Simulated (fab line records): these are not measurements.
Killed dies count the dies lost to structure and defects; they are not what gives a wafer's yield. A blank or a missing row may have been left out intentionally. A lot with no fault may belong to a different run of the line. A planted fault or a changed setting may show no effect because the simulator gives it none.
Comparing a struck lot with a sound one | flow n5 finfet | 25 out of 1938 route steps
Sound: wafers L794.2, L794.3, L794.6. Struck: wafers L807.1, L807.2, L807.4. The cause is named last.
Each step with rows lists, per side, the tool, then ch with its chambers, then its first start. Under that, the readings that differ: sound wafers | struck wafers | difference of the means | sigmas: that difference in standard deviations of wafers without a fault.
alike: readings with means less than 2 such deviations apart, plus words and numbers identical on both sides. not compared: withheld readings, readings lacking a value on some wafer, bounds such as >300 that could conceal the same value, and numbers that have no deviation in the record and whose values overlap.
A row with sigmas, a row that says differs or no value, or rows on one side alone: a step with any of these is where the two part. Numbers that don't overlap but have no deviation are shown without sigmas and don't part them. Lack of a reading on every wafer of one side parts them only where that side has two or more wafers.

N5_BEOL_M10_THK_MEAS_53: measures by xrf.
  struck on film metro-01, day 13 23:41; sound on film metro-01, day 10 12:05
  alike: M10_THK
then, 1 step without rows for these wafers: N5_BEOL_M10_PRE_CLEAN_55 (time 15 s).
N5_BEOL_M10_DEP_56: deposits SiCN from 3MS/NH3, target thk 15 nm, time 26.5 s.
  sound on pecvd-01 ch 0,1, day 10 12:10; struck on pecvd-04 ch 0,2, day 13 23:44
  reading                         | sound             | struck            | difference | sigmas
  showerhead plenum p Torr (Torr) | 3.649 3.670 3.689 | 3.607 3.658 3.620 | -0.041     | -3
  alike: throttle valve pct
N5_BEOL_M10_RS_MEAS_57: measurement is done with a four-point probe.
  struck on film metro-02, day 13 23:49; sound on film metro-02, day 10 12:14
  alike: M10_RS
N5_BEOL_M10_INSPECT_58: inspects for defects (darkfield).
  struck on defect inspect-02, day 13 23:50; sound on defect inspect-02, day 10 12:16
  alike: raw defect count
N5_BEOL_M11_ILD_DEP_00: deposits SiCOH lowk from DEMS/porogen, target thk 308.51 nm, time 58 s.
  sound on pecvd-01 ch 0,1, day 10 12:17; struck on pecvd-02 ch 1,2, day 13 23:53
  alike: heater power w, showerhead plenum p Torr, throttle valve pct
N5_BEOL_M11_CURE_71: cures SiCOH lowk, time 240 s.
  sound on uv cure-02 ch 2, day 10 12:32; struck on uv cure-01 ch 2, day 14 00:03
  alike: lamp power pct, wafer_temp_C_max
N5_BEOL_M11_THK_MEAS_01:
  struck on film metro-01, day 14 01:02; sound on film metro-01, day 10 13:22
  alike: M11_ILD_THK
N5_BEOL_M11_PECVD_70: deposits SiO2 from TEOS/O2, target thk 20 nm, time 22.7 s.
  sound on pecvd-02 ch 0,2, day 10 13:24; struck on pecvd-04 ch 0,1,2, day 14 01:05
  alike: heater power w, showerhead plenum p Torr, throttle valve pct
then, 3 steps without rows for these wafers: N5_BEOL_M11_HM_DEP_02 (deposits TiN, target thk 20 nm); N5_BEOL_M11_COAT_59 (time 60 s, resist thk 100 nm); N5_BEOL_M11_COAT_60 (time 60 s, resist thk 30 nm).
N5_BEOL_M11_COAT_05: resist thk 90 nm.
  sound on litho track-05 ch 0, day 10 14:44; struck on litho track-03 ch 0, day 14 02:23
  reading              | sound                | struck               | difference | sigmas
  spin speed rpm (rpm) | 1499.8 1500.3 1500.2 | 1469.0 1470.7 1469.1 | -30.5      | -30
  not compared: model.CAR-ArF_of_BEOL_M11_COAT_05.thk nm
then, 5 steps without rows for these wafers: N5_BEOL_M11_EBR_07; N5_BEOL_M11_SOFTBAKE_06 (time 60 s); N5_BEOL_M11_EXPOSE_08 (exposes mask M11); N5_BEOL_M11_PEB_09 (peb time 60 s); N5_BEOL_M11_DEVELOP_10 (develop time 30 s).
N5_BEOL_M11_CD_MEAS_11: the cd target is 64.1 nm.
  sound on cd sem-02 ch 0, day 10 15:05; struck on cd sem-03 ch 0, day 14 02:38
  alike: cd nm
N5_BEOL_M11_OVL_MEAS_12:
  sound on overlay-01 ch 0, day 10 15:07; struck on overlay-02 ch 0, day 14 02:40
  alike: M11_OVL
N5_BEOL_M11_INSPECT_13: inspects for defects (brightfield).
  struck on defect inspect-01, day 14 02:41; sound on defect inspect-01, day 10 15:08
  alike: raw defect count
N5_BEOL_M11_DESCUM_16: chemistry O2, time 7.9 s.
  sound on rie diel-04 ch 0,3, day 10 15:11; struck on rie diel-05 ch 1,2, day 14 02:44
  alike: drypump motor current A, oes product au, rf vpp V, showerhead plenum p Torr, temp c, throttle valve pct
  not compared: rf hours counter h
N5_BEOL_M11_ETCH_61: etches SiARC in CF4, target depth 39 nm, time 65 s.
  sound on rie diel-04 ch 0,3, day 10 15:13; struck on rie diel-05 ch 1,2, day 14 02:47
  alike: drypump motor current A, etch rf on time s, oes product au, rf vpp V, showerhead plenum p Torr, throttle valve pct
  not compared: rf hours counter h, model.CAR-ArF_of_BEOL_M11_COAT_05.thk nm
then, 1 step without rows for these wafers: N5_BEOL_M11_ETCH_62 (etches SOC in N2/H2, target depth 110 nm, overetch 22 nm, time 165 s).
N5_PASSIVATION_PROBE_49:
  record: rows for the struck wafers here (prober-01, day 15 22:22), none for the sound ones

## WHERE THEY PART
Last at N5_PASSIVATION_PROBE_49 as far as this record goes, first at N5_BEOL_M10_DEP_56.

WHY: the cause the simulator had injected
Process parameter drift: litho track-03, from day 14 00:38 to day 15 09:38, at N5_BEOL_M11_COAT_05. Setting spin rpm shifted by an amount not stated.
